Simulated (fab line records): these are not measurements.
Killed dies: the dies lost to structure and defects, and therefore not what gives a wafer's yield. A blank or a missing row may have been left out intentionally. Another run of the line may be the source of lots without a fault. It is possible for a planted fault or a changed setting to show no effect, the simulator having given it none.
Chamber matching + flow n5-finfet + ald-sin-03 running N5_ILD0_ALD_15: 4 sister chambers
The step deposits SiNx, target thk 24 nm, pulse time 1 s, ald cycles 480. 4 wafers are shown with their chamber, then 10 later ones without.

== EACH WAFER AND ITS CHAMBER ==
| wafer  | chamber | heater-power-w (W) |
|--------|---------|--------------------|
| L081.3 | 2       | 854                |
| L083.4 | 1       | 840                |
| L087.1 | 3       | 896                |
| L087.2 | 0       | 989                |

== WAFERS WITH NO CHAMBER GIVEN ==
| wafer  | heater-power-w (W) |
|--------|--------------------|
| L087.5 | 908                |
| L089.2 | 825                |
| L089.3 | 829                |
| L089.6 | 907                |
| L091.1 | 834                |
| L091.2 | 903                |
| L091.6 | 891                |
| L097.2 | 968                |
| L097.3 | 830                |
| L097.6 | 797                |

== EACH ONE'S CHAMBER ==
| wafer  | from the rows above     | in truth |
|--------|-------------------------|----------|
| L087.5 | 3                       | 3        |
| L089.2 | can't be placed: 1 or 2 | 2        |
| L089.3 | can't be placed: 1 or 2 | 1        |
| L089.6 | 3                       | 3        |
| L091.1 | can't be placed: 1 or 2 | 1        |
| L091.2 | 3                       | 3        |
| L091.6 | can't be placed: 3 or 2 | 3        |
| L097.2 | 0                       | 0        |
| L097.3 | can't be placed: 1 or 2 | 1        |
| L097.6 | can't be placed: 1 or 2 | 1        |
4 of 10 placed correctly. These rows do not allow placing 6 (true chamber among the candidates in 6). Number placed wrongly: 0.
How it was worked out, from the rows above alone: a wafer's distance from a chamber is the root of the sum, over the readings, of the square of ((its reading less the chamber's mean) divided by the reading's scatter). The wafer belongs to the nearest chamber; if the next one is less than 2 further off, it can't be placed. A chamber's mean is the mean of its shown wafers. The scatter (one wafer shown for each chamber): square how far every hidden wafer sits from the nearest shown wafer, average those squares and take the square root.
